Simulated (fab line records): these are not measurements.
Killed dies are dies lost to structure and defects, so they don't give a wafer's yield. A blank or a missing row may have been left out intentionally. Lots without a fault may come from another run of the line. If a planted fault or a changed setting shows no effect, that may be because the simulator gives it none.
Struck lot and sound lot, side by side :: flow nand_harc :: 14 out of 1159 route steps
Sound: wafers L772.2, L772.3, L772.5. Struck: wafers L774.1, L774.3, L774.5. At the end, the cause is stated.
At each step with rows: each side's tool, then ch and its chambers, then its first start. Under that, the readings that differ: sound wafers :: struck wafers :: difference of the means :: sigmas: that difference in standard deviations of wafers without a fault.
alike: readings with means less than 2 such deviations apart, plus words and numbers identical on both sides. not compared: withheld readings, readings lacking a value on some wafer, bounds such as >300 that could conceal the same value, and numbers that have no deviation in the record and whose values overlap.
A row with sigmas, a row that says differs or no value, or rows on one side alone: a step with any of these is where the two part. When numbers do not overlap yet have no deviation, they are printed without sigmas and do not part them. Lack of a reading on every wafer of one side parts them only where that side has two or more wafers.

NHARC_P_M0_CMP_23: polishes, t overpolish 20 s, target thk 117.53 nm.
  sound on cmp-01 ch 0,2,3, day 7 10:19; struck on cmp-01 ch 0,3, day 8 01:03
  alike: motor_current_A, time_to_endpoint_s
NHARC_P_M0_THK_MEAS_24: measures by xrf.
  sound: film_metro-01 at day 7 10:36; struck: film_metro-01 at day 8 01:22
  alike: thk_nm
after that, 1 step had no rows for these wafers: NHARC_P_M0_SRD_25.
NHARC_P_M0_INSPECT_27:
  sound: defect_inspect-02 at day 7 10:46; struck: defect_inspect-01 at day 8 01:32
  alike: raw_defect_count
NHARC_P_M0_PRE_CLEAN_31: time 12 s.
  sound on pecvd-01 ch 0,2, day 7 10:49; struck on pecvd-02 ch 0,1, day 8 02:16
  alike: heater_power_w
NHARC_P_M0_DEP_32: deposits SiCN, target thk 30 nm.
  sound on pecvd-01 ch 0,2, day 7 10:54; struck on pecvd-02 ch 0,1, day 8 02:21
  alike: chamber_pressure_Torr, heater_power_w
then, 5 steps without rows for these wafers: NHARC_P_M1_DEP_00 (deposits SiOC, target thk 182.5 nm); NHARC_P_M1_DEHYDRATE_01 (time 120 s); NHARC_P_M1_HMDS_02 (time 30 s); NHARC_P_M1_COAT_34 (time 65 s); NHARC_P_M1_COAT_03 (resist thk 90 nm).
NHARC_P_M1_SOFTBAKE_04: time 55 s.
  sound on litho_track-06 ch 0, day 7 11:00; struck on litho_track-06 ch 0, day 8 03:00
reading: heater_power_total_W (W)
sound: 188.28 188.42 188.46
struck: 180.58 180.80 180.87
difference: -7.64
sigmas: -55
after that, 1 step had no rows for these wafers: NHARC_P_M1_EBR_05.
-- record jumps: 13 days between struck wafers' starts before vs after; left off in module P_M1, resumes in module END, first step shown is number 1159 of the route --
NHARC_END_SORT_01:
  sound on prober-02 ch 0, day 20 19:23; struck on prober-02 ch 0, day 21 09:50
  alike: defect_limited_yield, killed_at_array, killed_at_other, killed_at_periphery, killed_dies, killed_open, killed_short, sort_bin_2_pct, sort_bin_3_pct, sort_bin_4_pct, sort_n_pass, sort_rim_yield_pct, sort_yield_pct

WHERE THEY PART
At NHARC_P_M1_SOFTBAKE_04 and nowhere else, as far as this record goes. Later steps at which nothing parts them and some readings are alike: NHARC_END_SORT_01.

WHY: what the simulator had put in
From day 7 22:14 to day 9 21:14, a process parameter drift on litho_track-06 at NHARC_P_M1_SOFTBAKE_04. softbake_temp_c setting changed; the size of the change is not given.
